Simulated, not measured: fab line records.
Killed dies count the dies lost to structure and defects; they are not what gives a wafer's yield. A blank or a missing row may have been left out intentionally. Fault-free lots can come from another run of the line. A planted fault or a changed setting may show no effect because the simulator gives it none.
Matching of chambers -- flow n5Finfet -- N5_BEOL_M7_DEP_56 on pecvd-03 has 3 sister chambers
The step deposits SiCN from 3MS/NH3, target thk 10 nm, time 17.5 s. 3 wafers are shown with their chamber, then 10 later ones without.

## EACH WAFER AND ITS CHAMBER
wafer,chamber,throttleValvePct (%)
L089.5,1,8.7
L093.2,0,10.1
L093.3,2,9.2

## WAFERS MISSING THEIR CHAMBER
wafer,throttleValvePct (%)
L093.4,9.0
L095.1,8.7
L095.3,8.9
L095.6,9.8
L096.1,9.1
L096.2,8.8
L096.3,9.0
L096.4,8.9
L096.5,8.9
L096.6,9.1

## THE CHAMBER EACH PASSED THROUGH
wafer,from the rows above,in truth
L093.4,can't be placed: 2 or 1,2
L095.1,1,1
L095.3,can't be placed: 1 or 2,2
L095.6,can't be placed: 0 or 2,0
L096.1,can't be placed: 2 or 1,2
L096.2,can't be placed: 1 or 2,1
L096.3,can't be placed: 2 or 1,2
L096.4,can't be placed: 1 or 2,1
L096.5,can't be placed: 1 or 2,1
L096.6,can't be placed: 2 or 1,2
Placed correctly: 1 of 10. These rows do not allow placing 9 (true chamber among the candidates in 9). Wrongly placed: 0.
How it was worked out, from the rows above alone: a wafer's distance from a chamber is the root of the sum, over the readings, of the square of ((its reading less the chamber's mean) divided by the reading's scatter). If the next closest chamber is less than 2 further off than the closest, the wafer can't be placed; otherwise it belongs to the closest. The mean given for a chamber averages the wafers shown for that chamber. The scatter: root of mean squared gap, hidden wafer to nearest shown wafer, with one shown wafer a chamber.
